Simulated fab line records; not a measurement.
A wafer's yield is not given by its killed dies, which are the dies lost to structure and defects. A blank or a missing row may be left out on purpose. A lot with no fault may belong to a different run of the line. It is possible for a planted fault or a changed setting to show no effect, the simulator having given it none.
Matching of chambers	flow n5Finfet	4 sister chambers for N5_FIN_SAQP_DESCUM_21 on rieDiel-02
The step chemistry O2, time 7.9 s. 27 wafers are shown with their chamber, then 12 later ones without.

## EACH WAFER AND ITS CHAMBER
wafer	chamber	drypumpMotorCurrentA (A)	showerheadPlenumPTorr (Torr)	throttleValvePct (%)
L074.1	2	6.0	2.14	20.12
L074.2	3	5.6	2.16	20.28
L074.3	1	6.3	2.16	20.90
L075.2	1	6.2	2.16	20.88
L075.3	3	5.6	2.16	20.31
L075.6	3	5.6	2.16	20.29
L077.1	3	5.6	2.16	20.30
L077.2	2	6.0	2.14	20.11
L077.5	2	6.0	2.14	20.12
L078.2	2	6.1	2.14	20.14
L078.4	1	6.3	2.16	20.90
L078.6	3	5.6	2.16	20.30
L079.1	2	6.0	2.14	20.12
L079.2	3	5.6	2.16	20.30
L079.4	3	5.6	2.16	20.30
L080.2	3	5.6	2.16	20.32
L080.3	1	6.3	2.16	20.90
L080.6	3	5.7	2.15	20.29
L087.4	2	6.0	2.13	20.16
L087.5	3	5.6	2.15	20.33
L087.6	2	6.0	2.13	20.15
L088.2	0	5.9	2.11	20.64
L088.4	3	5.6	2.15	20.32
L088.6	0	5.9	2.11	20.65
L089.2	2	6.0	2.13	20.16
L089.3	1	6.3	2.15	20.51
L089.6	3	5.6	2.15	20.32

SIGNATURES, as means of the wafers listed above
reading	chamber 0	chamber 1	chamber 2	chamber 3	scatter within a chamber
drypumpMotorCurrentA	5.900	6.280	6.013	5.608	0.0336
showerheadPlenumPTorr	2.1100	2.1580	2.1362	2.1567	0.00482
throttleValvePct	20.6450	20.8180	20.1350	20.3050	0.0735
Rule: a wafer's distance from a chamber is the root of the sum, over the readings, of the square of ((its reading less the chamber's mean) divided by the reading's scatter). The wafer belongs to the nearest chamber; if the next one is less than 2 further off, it can't be placed. How the scatter is found: for the shown wafers, subtract from each reading the mean of its chamber, square and add these, divide the total by (wafers less chambers), then take the root.

## WAFERS WITH NO CHAMBER GIVEN
wafer	drypumpMotorCurrentA (A)	showerheadPlenumPTorr (Torr)	throttleValvePct (%)
L090.4	5.6	2.15	20.33
L090.5	5.9	2.11	20.65
L090.6	5.6	2.15	20.33
L091.1	6.0	2.13	20.16
L091.4	6.2	2.15	20.51
L091.5	5.6	2.15	20.34
L092.1	5.9	2.10	20.67
L092.2	6.3	2.15	20.52
L092.4	6.0	2.13	20.17
L095.2	5.9	2.10	20.67
L095.3	6.3	2.15	20.52
L095.5	6.2	2.15	20.53

## EACH ONE'S CHAMBER
wafer	from the rows above	in truth
L090.4	3	3
L090.5	0	0
L090.6	3	3
L091.1	2	2
L091.4	1	1
L091.5	3	3
L092.1	0	0
L092.2	1	1
L092.4	2	2
L095.2	0	0
L095.3	1	1
L095.5	1	1
Correct placement for 12 of the 12. Number that these rows cannot place: 0. 0 placed wrongly.
